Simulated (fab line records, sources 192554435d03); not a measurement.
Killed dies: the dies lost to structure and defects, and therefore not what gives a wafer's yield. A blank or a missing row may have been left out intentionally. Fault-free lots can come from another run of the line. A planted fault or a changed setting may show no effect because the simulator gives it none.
Struck lot and sound lot, side by side	flow n5 finfet	16 out of 1938 route steps
Sound: the wafers L338.1, L338.2, L338.5. Struck: wafer L333.4; the same lot's L333.6 was not struck, so it is left out; see the end for the cause.
Each step with rows lists, per side, the tool, then ch with its chambers, then its first start. Under that, the readings that differ: sound wafers	struck wafers	difference of the means	sigmas: that difference in standard deviations of wafers without a fault.
alike: words and numbers the same on both sides, and readings whose means are apart by under 2 such deviations; not compared: readings that were withheld, readings missing a value for some wafer, numbers with overlapping values and no deviation given by the record, and bounds like >300 which may hide the same value.
A row with sigmas, a row that says differs or no value, or rows on one side alone: a step with any of these is where the two part. When numbers do not overlap yet have no deviation, they are printed without sigmas and do not part them. Lack of a reading on every wafer of one side parts them only where that side has two or more wafers.

N5_HKMG_FIN_STRIP_89: strips SOC in N2/H2, time 20 s.
  sound on rie diel-05 ch 1,2, day 8 06:06; struck on rie diel-04 ch 3, day 6 23:19
  alike: drypump motor current A, oes product au, rf vpp V, showerhead plenum p Torr, throttle valve pct
  not compared: rf hours counter h
then, 6 steps without rows for these wafers: N5_HKMG_FIN_WET_ETCH_87 (etches TiN in SC1, time 154.2 s, target depth 4.7 nm, rinse time 30 s); N5_HKMG_FIN_STRIP_88 (strips in N2/H2, time 360 s); N5_HKMG_FIN_NWFM_ALD_20 (deposits TiAlC, target thk 2 nm, pulse time 3 s, purge time 2 s); N5_HKMG_FIN_ALD_71 (deposits TiN, target thk 1 nm, pulse time 1 s, purge time 3 s); N5_HKMG_FIN_COAT_66 (time 60 s, resist thk 300 nm); N5_HKMG_FIN_ETCH_67 (etches SOC in N2/H2, stops on TiN, target depth 388.9 nm).
N5_HKMG_FIN_STRIP_90: strips SOC in N2/H2, time 20 s.
  sound on rie diel-06 ch 0,2,3, day 8 07:19; struck on rie diel-05 ch 2, day 7 00:31
reading	sound	struck	difference	sigmas
drypump motor current A (A)	6.5 5.5 6.6	5.1	-1.1	-2
showerhead plenum p Torr (Torr)	3.28 3.23 3.28	3.49	+0.23	+3
  alike: oes product au, rf vpp V, throttle valve pct
  not compared: rf hours counter h
then, 2 steps without rows for these wafers: N5_HKMG_FIN_WET_ETCH_73 (etches the open film in SC1, time 42.3 s, target depth 1.3 nm, rinse time 30 s); N5_HKMG_FIN_ETCHBACK_68 (etches the open film in Cl2/Ar, stops on HfO2, target depth 0.5 nm).
N5_HKMG_FIN_STRIP_69: strips in N2/H2, time 360 s.
  sound on plasma asher-01 ch 0,1, day 8 07:36; struck on plasma asher-01 ch 0, day 7 00:55
  alike: drypump motor current A, heater power w
  not compared: rf hours counter h
N5_HKMG_FIN_ALD_21: deposits TiN, target thk 1.5 nm, pulse time 1 s, purge time 3 s.
  sound on ald metal-03 ch 0,2, day 8 07:59; struck on ald metal-04 ch 2, day 7 01:11
  alike: heater power w, precursor pulse height rel
  not compared: ald cycles
N5_HKMG_FIN_ALD_72: deposits W, target thk 2 nm, pulse time 1 s, purge time 2 s.
  sound on cvd w-01 ch 0,1, day 8 08:21; struck on cvd w-02 ch 1, day 7 01:34
reading	sound	struck	difference	sigmas
ald cycles	7 7 7	8	+1	
  alike: heater power w, precursor pulse height rel
N5_HKMG_FIN_W_FILL_22: material W, target thk 60 nm, time 18.2 s.
  sound on cvd w-01 ch 0,1, day 8 08:25; struck on cvd w-02 ch 1, day 7 01:37
  alike: heater power w, throttle valve pct
-- a jump in the record: the struck wafers' starts before and after are 4 days apart (it breaks off in module HKMG_FIN and resumes in module BEOL_M4, where the first step shown is number 1111 of the route) --
N5_BEOL_M4_RC_MEAS_101:
  sound on prober-01 ch 0, day 12 05:53; struck on prober-02 ch 0, day 11 02:29
  alike: DIBL_N, DIBL_P, IOFF_N, IOFF_P, ION_N, ION_P, SS_N, SS_P, VT_N, VT_P
after that, 1 step had no rows for these wafers: N5_PASSIVATION_PROBE_49.

WHERE THEY PART
N5_HKMG_FIN_STRIP_90 only, going by this record. Later steps at which nothing parts them and some readings are alike: N5_HKMG_FIN_STRIP_69, N5_HKMG_FIN_ALD_21, N5_HKMG_FIN_ALD_72, N5_HKMG_FIN_W_FILL_22, N5_BEOL_M4_RC_MEAS_101.

WHY: what had been put in by the simulator
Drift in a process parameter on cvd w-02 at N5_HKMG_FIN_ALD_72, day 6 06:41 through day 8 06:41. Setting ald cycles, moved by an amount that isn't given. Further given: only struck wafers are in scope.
